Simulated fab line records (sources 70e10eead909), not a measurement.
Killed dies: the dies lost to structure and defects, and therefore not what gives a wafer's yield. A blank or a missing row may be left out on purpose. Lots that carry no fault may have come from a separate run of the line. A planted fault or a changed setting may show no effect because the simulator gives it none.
fab line records | flow nandHarc
[record] lots = 7 | wafers = 19 | lastDay = 34
route steps=1302 shown P_GATE@133 END@1302
lots that met no fault: taken from a fault-free run of the same line
startH: hours from the record's first day to the start of the lot's first wafer shown | waitH: hours since the lot's step before | " identical to the entry in the row above | L1.1+2: a single row standing in for several wafers | - no value, or no start given | * or withheld: withheld | < > ~ a bound
route shown NAME@n: NAME is a module with steps in the file, n the number in the route of the first one | usual: mean/standard deviation taken from wafers without a fault | same: alike in all rows | chamber/n: place in a boat | sites: per-site readings | _std_site: the values' standard deviation | _edge_site: mean of outer sites minus mean of inner sites | radiusMm: how far each site lies from the wafer's centre | mask NAME#n: copy n | behind: the last tool/chamber to shape the wafer | hold: the reason the lot was held/the length of the hold in hours/how it ended | device: the n, p or np transistor that did not switch | end of line: the same wafers' tests at the end of the route | step lacking rows: just its recipe | killed: count of dies lost to structure and defects at first sort (not the wafer's yield) | map: shows each die of a wafer: x if killed, . if not, _ if none is there
set.NAME: setting as actually run; set.NAME@STEP: the setting as run at that earlier step | model.NAME: the simulator's own value behind a step, which no gauge read
certain route steps with their lots: each step a table, each wafer a row
services: from which hour (startH, from the record's first day; less than 0 if before it) a tool's chamber was out of use, for how many hours, and why
[[steps]]
[step NHARC_P_GATE_DEHYDRATE_18]
[recipe] tempC = 150 | timeS = 120
[step NHARC_P_GATE_HMDS_19]
[recipe] timeS = 30
[step NHARC_P_GATE_COAT_20]
[recipe] spinRpm = 1500 | resistThkNm = 90
[step NHARC_P_GATE_SOFTBAKE_21]
[recipe] tempC = 105 | timeS = 55
[step NHARC_P_GATE_EBR_22]
[step NHARC_P_GATE_EXPOSE_23]
[recipe] na = 1.35 | targetCdNm = 120 | doseMj = 93.91 | maskId = P_GATE
[step NHARC_P_GATE_PEB_24]
[recipe] pebTempC = 100 | pebTimeS = 65
[step NHARC_P_GATE_DEVELOP_25]
[recipe] developTimeS = 35 | devTempC = 23
[step NHARC_P_GATE_CD_MEAS_26]
[recipe] targetCdNm = 120 | landingEnergyEv = 500
[usual] cdNm = 119.8/0.64
lot.wafer | tool     | chamber | startH | waitH | cdNm
L255.1    | cdSem-02 | 0       | 151.95 | -     | 120.8
L255.3    | "        | 0       | "      | "     | 120.8
L255.4    | "        | 0       | "      | "     | 119.2
L261.1    | cdSem-03 | 0       | 204.83 | -     | 119.9
L261.2    | "        | 0       | "      | "     | 119.2
L261.6    | "        | 0       | "      | "     | 119.0
L265.1    | cdSem-01 | 0       | 241.33 | -     | 120.4
L265.5    | "        | 0       | "      | "     | 119.2
L267.4    | cdSem-02 | 0       | 264.20 | -     | 119.6
L267.5    | "        | 0       | "      | "     | 120.1
L267.6    | "        | 0       | "      | "     | 119.9
L268.1    | cdSem-01 | 0       | 276.44 | -     | 118.8
L268.5    | "        | 0       | "      | "     | 119.2
L270.2    | cdSem-01 | 0       | 294.97 | -     | 119.0
L270.5    | "        | 0       | "      | "     | 119.9
L270.6    | "        | 0       | "      | "     | 119.7
L271.1    | cdSem-01 | 0       | 309.82 | -     | 120.4
L271.2    | "        | 0       | "      | "     | 119.6
L271.5    | "        | 0       | "      | "     | 119.5
[step NHARC_P_GATE_OVL_MEAS_27]
[usual] overlayXNm = -0.3/0.74 | overlayYNm = 0.0/0.86
lot.wafer | tool       | chamber | startH | waitH | overlayXNm | overlayYNm
L255.1    | overlay-01 | -       | 152.04 | -     | -1.1       | -0.8
L255.3    | "          | -       | "      | "     | -1.0       | -1.0
L255.4    | "          | -       | "      | "     | -1.2       | -0.7
L261.1    | overlay-02 | -       | 204.92 | -     | 0.1        | 1.3
L261.2    | "          | -       | "      | "     | -0.2       | 1.1
L261.6    | "          | -       | "      | "     | 0.3        | 1.5
L265.1    | overlay-02 | -       | 241.42 | -     | -0.2       | -0.4
L265.5    | "          | -       | "      | "     | -0.3       | -0.4
L267.4    | overlay-01 | -       | 264.28 | -     | 0.4        | -0.4
L267.5    | "          | -       | "      | "     | 1.0        | -0.5
L267.6    | "          | -       | "      | "     | 1.2        | -0.5
L268.1    | overlay-02 | -       | 276.53 | -     | -0.5       | -0.3
L268.5    | "          | -       | "      | "     | -1.3       | -0.1
L270.2    | overlay-02 | -       | 295.07 | -     | 0.2        | -1.0
L270.5    | "          | -       | "      | "     | -0.3       | -1.0
L270.6    | "          | -       | "      | "     | 0.1        | -0.5
L271.1    | overlay-02 | -       | 309.91 | -     | 0.3        | 1.3
L271.2    | "          | -       | "      | "     | 0.4        | 0.3
L271.5    | "          | -       | "      | "     | 0.2        | 0.9
[step NHARC_P_GATE_INSPECT_28]
[usual] rawDefectCount = 7/3.1
lot.wafer | tool             | chamber | startH | waitH | rawDefectCount
L255.1    | defectInspect-01 | -       | 152.08 | 0.0   | 2
L255.3    | "                | -       | "      | "     | 4
L255.4    | "                | -       | "      | "     | 9
L261.1    | defectInspect-02 | -       | 204.95 | 0.0   | 7
L261.2    | "                | -       | "      | "     | 4
L261.6    | "                | -       | "      | "     | 6
L265.1    | defectInspect-01 | -       | 241.46 | 0.0   | 10
L265.5    | "                | -       | "      | "     | 6
L267.4    | defectInspect-01 | -       | 264.32 | 0.0   | 5
L267.5    | "                | -       | "      | "     | 8
L267.6    | "                | -       | "      | "     | 7
L268.1    | defectInspect-01 | -       | 276.57 | 0.0   | 7
L268.5    | "                | -       | "      | "     | 13
L270.2    | defectInspect-01 | -       | 295.11 | 0.0   | 5
L270.5    | "                | -       | "      | "     | 3
L270.6    | "                | -       | "      | "     | 6
L271.1    | defectInspect-02 | -       | 309.95 | 0.0   | 5
L271.2    | "                | -       | "      | "     | 4
L271.5    | "                | -       | "      | "     | 10
[step NHARC_P_GATE_DESCUM_31]
[recipe] timeS = 3 | o2FlowSccm = 200 | arFlowSccm = 0 | biasPowerW = 0 | chemistry = O2
[usual] drypumpMotorCurrentA = 5.8/0.52 | mfcArSccm = 0.006/0.0079 | oesProductAu = 0.999/0.011 | rfVppV = 58.0/0.85 | showerheadPlenumPTorr = 1.94/0.079 | throttleValvePct = 11.312/0.0088
lot.wafer | tool       | chamber | startH | waitH | drypumpMotorCurrentA | mfcArSccm | oesProductAu | rfHoursCounterH | rfVppV | showerheadPlenumPTorr | throttleValvePct
L255.1    | rieDiel-12 | 0       | 152.14 | 0.1   | 6.4                  | 0.015     | 1.004        | 3.3             | 57.5   | 2.03                  | 11.317
L255.4    | "          | 1       | "      | "     | 4.9                  | 0         | 0.996        | 3.1             | 59.5   | 1.95                  | 11.295
L255.3    | "          | 2       | "      | "     | 5.4                  | 0.002     | 1.011        | 2.6             | 56.8   | 1.83                  | 11.322
L261.2    | rieDiel-07 | 3       | 205.01 | 0.1   | 6.6                  | 0.026     | 0.984        | 3.9             | 58.1   | 1.88                  | 11.297
L261.1    | "          | 2       | "      | "     | 6.2                  | 0         | 1.020        | 4.4             | 59.6   | 1.90                  | 11.312
L261.6    | "          | 3       | "      | "     | 6.6                  | 0.026     | 0.986        | -               | 57.7   | 1.88                  | 11.318
L265.1    | rieDiel-07 | 2       | 241.53 | 0.1   | 6.2                  | 0         | 1.014        | 5.6             | 57.3   | 1.90                  | 11.326
L265.5    | "          | 0       | "      | "     | 6.3                  | 0.000     | 0.995        | -               | 58.3   | 1.86                  | 11.315
L267.4    | rieDiel-07 | 3       | 264.38 | 0.1   | 6.6                  | 0.026     | 1.005        | 7.5             | 58.4   | 1.88                  | 11.318
L267.6    | "          | 2       | "      | "     | 6.2                  | 0         | 1.005        | -               | 58.6   | 1.90                  | 11.314
L267.5    | "          | 3       | "      | "     | 6.6                  | 0.026     | 0.995        | -               | 57.5   | 1.88                  | 11.314
L268.1    | rieDiel-07 | 0       | 276.63 | 0.1   | 6.3                  | 0.000     | 0.996        | 10.4            | 58.4   | 1.86                  | 11.321
L268.5    | "          | 0       | "      | "     | 6.3                  | 0.000     | 1.003        | -               | 57.4   | 1.86                  | 11.325
L270.2    | rieDiel-05 | 1       | 295.19 | 0.1   | 5.3                  | 0         | 0.995        | 4.3             | 58.8   | 2.02                  | 11.310
L270.5    | "          | 3       | "      | "     | 6.1                  | 0.013     | 0.986        | -               | 58.4   | 1.83                  | 11.304
L270.6    | "          | 0       | "      | "     | 5.8                  | 0.011     | 0.990        | -               | 58.6   | 1.96                  | 11.315
L271.1    | rieDiel-12 | 2       | 310.01 | 0.1   | 5.4                  | 0.002     | 0.999        | 1.8             | 58.7   | 1.83                  | 11.309
L271.2    | "          | 1       | "      | "     | 5.0                  | 0         | 0.995        | 1.3             | 59.8   | 1.95                  | 11.326
L271.5    | "          | 3       | "      | "     | 5.7                  | 0.006     | 1.005        | -               | 58.5   | 2.03                  | 11.318
[step NHARC_P_GATE_ETCH_104]
[recipe] targetDepthA = 600 | timeS = withheld | cf4FlowSccm = 100 | chf3FlowSccm = 30 | arFlowSccm = 0 | rfW = 500 | biasW = 200 | chemistry = CF4/CHF3
[usual] drypumpMotorCurrentA = 5.8/0.52 | mfcArSccm = 0.007/0.0082 | oesProductAu = 0.950/0.022 | rfVppV = 371.3/2.1 | showerheadPlenumPTorr = 1.60/0.06 | throttleValvePct = 16.802/0.0084
lot.wafer | tool       | chamber | startH | waitH | drypumpMotorCurrentA | mfcArSccm | oesProductAu | rfVppV | showerheadPlenumPTorr | throttleValvePct | model.P_GATE.cdNm
L255.4    | rieDiel-12 | 3       | 152.23 | 0.1   | 5.7                  | 0.006     | 0.948        | 372.9  | 1.66                  | 16.799           | 120
L255.1    | "          | 0       | "      | "     | 6.4                  | 0.015     | 0.926        | 372.0  | 1.66                  | 16.794           | 121.5
L255.3    | "          | 1       | "      | "     | 5.0                  | 0         | 0.920        | 372.1  | 1.60                  | 16.808           | 120.7
L261.2    | rieDiel-07 | 3       | 205.12 | 0.1   | 6.6                  | 0.026     | 0.921        | 368.7  | 1.55                  | 16.803           | 118.3
L261.1    | "          | 2       | "      | "     | 6.2                  | 0         | 0.938        | 369.9  | 1.56                  | 16.810           | 120.5
L261.6    | "          | 0       | "      | "     | 6.3                  | 0.000     | 0.926        | 369.0  | 1.53                  | 16.787           | 118.4
L265.1    | rieDiel-07 | 2       | 241.62 | 0.1   | 6.3                  | 0         | 0.978        | 370.6  | 1.56                  | 16.800           | 120.1
L265.5    | "          | 3       | "      | "     | 6.5                  | 0.026     | 0.640        | 369.1  | 1.55                  | 16.811           | 120.6
L267.4    | rieDiel-07 | 1       | 264.47 | 0.1   | 4.9                  | 0         | 0.959        | 373.2  | 1.66                  | 16.789           | 119.9
L267.6    | "          | 3       | "      | "     | 6.6                  | 0.026     | 0.647        | 370.2  | 1.55                  | 16.803           | 122.4
L267.5    | "          | 0       | "      | "     | 6.3                  | 0.000     | 0.656        | 369.1  | 1.53                  | 16.813           | 121.3
L268.1    | rieDiel-07 | 0       | 276.85 | 0.2   | 6.3                  | 0.000     | 0.946        | 369.9  | 1.53                  | 16.821           | 118.9
L268.5    | "          | 2       | "      | "     | 6.2                  | 0         | 0.656        | 369.8  | 1.56                  | 16.806           | 121.1
L270.2    | rieDiel-05 | 2       | 295.26 | 0.1   | 5.5                  | 0         | 0.979        | 373.7  | 1.66                  | 16.808           | 119.5
L270.6    | "          | 1       | "      | "     | 5.3                  | 0         | 0.972        | 371.7  | 1.65                  | 16.805           | 119.1
L270.5    | "          | 2       | "      | "     | 5.5                  | 0         | 0.972        | 372.7  | 1.66                  | 16.785           | 119.9
L271.2    | rieDiel-12 | 0       | 310.09 | 0.1   | 6.4                  | 0.015     | 0.972        | 372.2  | 1.66                  | 16.804           | 118.8
L271.1    | "          | 2       | "      | "     | 5.4                  | 0.002     | 0.957        | 370.3  | 1.51                  | 16.803           | 120.4
L271.5    | "          | 0       | "      | "     | 6.4                  | 0.015     | 0.973        | 373.0  | 1.66                  | 16.793           | 119.1
[step NHARC_P_GATE_HM_OPEN_105]
[recipe] targetDepthA = 3600 | o2FlowSccm = 400 | cosFlowSccm = 20 | arFlowSccm = 0 | rfW = 500 | biasW = 300 | chemistry = O2/COS
[usual] drypumpMotorCurrentA = 5.8/0.53 | mfcArSccm = 0.006/0.0079 | oesProductAu = 1.000/0.011 | rfVppV = 468.1/2.8 | showerheadPlenumPTorr = 3.16/0.12 | throttleValvePct = 28.331/0.009
lot.wafer | tool       | chamber | startH | waitH | drypumpMotorCurrentA | mfcArSccm | oesProductAu | rfHoursCounterH | rfVppV | showerheadPlenumPTorr | throttleValvePct
L255.3    | rieDiel-12 | 0       | -      | -     | 6.4                  | 0.015     | 0.999        | 3.3             | 469.7  | 3.30                  | 28.311
L255.1    | "          | 2       | "      | "     | 5.4                  | 0.002     | 1.009        | 2.6             | 464.6  | 2.99                  | 28.321
L255.4    | "          | 3       | "      | "     | 5.7                  | 0.006     | 1.003        | 2.7             | 470.6  | 3.30                  | 28.320
L261.1    | rieDiel-07 | 3       | -      | -     | 6.7                  | 0.026     | 0.998        | 4.0             | 466.3  | 3.07                  | 28.332
L261.2    | "          | 0       | "      | "     | 6.4                  | 0.000     | 1.005        | 5.5             | 464.6  | 3.04                  | 28.345
L261.6    | "          | 2       | "      | "     | 6.2                  | 0         | 1.018        | -               | 465.8  | 3.11                  | 28.318
L265.1    | rieDiel-07 | 0       | -      | -     | 6.3                  | 0.000     | 1.007        | 7.3             | 465.8  | 3.04                  | 28.322
L265.5    | "          | 2       | "      | "     | 6.3                  | 0         | 1.027        | -               | 467.6  | 3.10                  | 28.330
L267.4    | rieDiel-07 | 2       | -      | -     | 6.2                  | 0         | 1.018        | 7.5             | 467.9  | 3.10                  | 28.326
L267.6    | "          | 3       | "      | "     | 6.6                  | 0.026     | 1.003        | -               | 465.0  | 3.07                  | 28.345
L267.5    | "          | 0       | "      | "     | 6.4                  | 0.000     | 0.997        | -               | 465.0  | 3.04                  | 28.336
L268.1    | rieDiel-07 | 2       | -      | -     | 6.3                  | 0         | 1.010        | 8.4             | 467.4  | 3.10                  | 28.329
L268.5    | "          | 2       | "      | "     | 6.2                  | 0         | 1.008        | -               | 467.3  | 3.10                  | 28.326
L270.2    | rieDiel-05 | 1       | -      | -     | 5.4                  | 0         | 1.012        | 4.3             | 470.8  | 3.28                  | 28.345
L270.6    | "          | 2       | "      | "     | 5.5                  | 0         | 1.001        | -               | 471.5  | 3.30                  | 28.316
L270.5    | "          | 3       | "      | "     | 6.2                  | 0.013     | 1.015        | -               | 463.1  | 2.99                  | 28.332
L271.2    | rieDiel-12 | 2       | -      | -     | 5.4                  | 0.002     | 1.001        | 1.8             | 463.8  | 2.99                  | 28.332
L271.1    | "          | 0       | "      | "     | 6.4                  | 0.015     | 0.985        | 1.3             | 470.5  | 3.30                  | 28.344
L271.5    | "          | 2       | "      | "     | 5.4                  | 0.002     | 1.003        | -               | 464.8  | 2.99                  | 28.333
[step NHARC_END_SORT_01]
[recipe] tempC = 25
[usual] killedAtArray = 41/10 | killedAtOther = 0.8/0.91 | killedAtPeriphery = 4.2/2.9 | killedDies = 46/10 | killedOpen = 3.5/2.1 | killedShort = 2.5/1.6
[same] grossDies = 677
lot.wafer | tool      | chamber | startH | waitH | killedAtArray | killedAtOther | killedAtPeriphery | killedDies | killedOpen | killedShort
L265.5    | prober-02 | 0       | 703.75 | 3.8   | 37            | 0             | 2                 | 39         | 6          | 5
// killed by level:class
L265.5 A_CHANNEL_HOLE_D2:chamberFilmFlake=5 A_STAIRCASE:chamberFilmFlake=5 A_DECK1_JOINT:chamberFilmFlake=4 A_SLIT:chamberFilmFlake=4 A_CONTACT:chamberFilmFlake=4 A_CHANNEL_HOLE_D1:chamberFilmFlake=3 A_M0:geometricParticle:open=2 P_CONTACT:geometricParticle:open=1
[[services]]
tool       | chamber | startH | hours | kind
rieDiel-05 | 1       | 129.49 | 2.8   | repair
rieDiel-07 | 3       | 130.02 | 8.9   | repair
rieDiel-12 | 3       | 137.92 | 6.4   | repair
rieDiel-07 | 0       | 150.70 | -     | clean
rieDiel-07 | 1       | 150.70 | -     | clean
rieDiel-07 | 2       | 150.70 | -     | clean
rieDiel-07 | 3       | 150.70 | -     | clean
rieDiel-07 | 0       | 175.20 | -     | clean
rieDiel-07 | 1       | 175.20 | -     | clean
rieDiel-07 | 2       | 175.20 | -     | clean
rieDiel-07 | 3       | 175.20 | -     | clean
rieDiel-12 | 3       | 180.21 | 3.2   | repair
rieDiel-05 | 0       | 180.73 | 5.1   | repair
rieDiel-07 | -       | 184.74 | 0.2   | repair
rieDiel-07 | 1       | 195.37 | 10.8  | repair
rieDiel-07 | -       | 219.17 | 0.3   | repair
rieDiel-05 | -       | 229.60 | 9.0   | pm
rieDiel-07 | 1       | 234.92 | 8.7   | repair
rieDiel-12 | 3       | 248.83 | 7.0   | repair
rieDiel-05 | -       | 266.28 | 0.5   | repair
rieDiel-12 | -       | 268.68 | 9.0   | pm
rieDiel-05 | -       | 281.97 | 0.5   | repair
rieDiel-07 | -       | 294.20 | 9.0   | pm
rieDiel-05 | 2       | 306.19 | 7.9   | repair
[[key]]
[firstSign] step = NHARC_P_GATE_ETCH_104 | reading = oesProductAu | direction = down | sigmas = 13 | usual = 0.950 | struck = 0.650
effect none on later readings
[modelEffect] step = NHARC_P_GATE_ETCH_104 | value = P_GATE.cdNm | without = 119.8 | struck = 121.3
metAt NHARC_P_GATE_ETCH_104
struckWafers L265.5,L267.5,L267.6,L268.5
testerLeftOut L265,L267,L268
onsetBetween 205.12 241.62
[fault] kind = processParameterDrift | tool = rieDiel-07 | chamber = - | onsetH = 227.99 | steps = NHARC_P_GATE_ETCH_104 | channel = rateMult | offset = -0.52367 | shape = step | endH = 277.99 | scope = struckWafersOnly
// testerLeftOut: of these lots the tester's yield and bins aren't shown, on N5 and GAA mostly nor the transistor test; their killed dies are dies lost to structure and defects alone, not to doping, threshold or leakage, so they don't give the yield
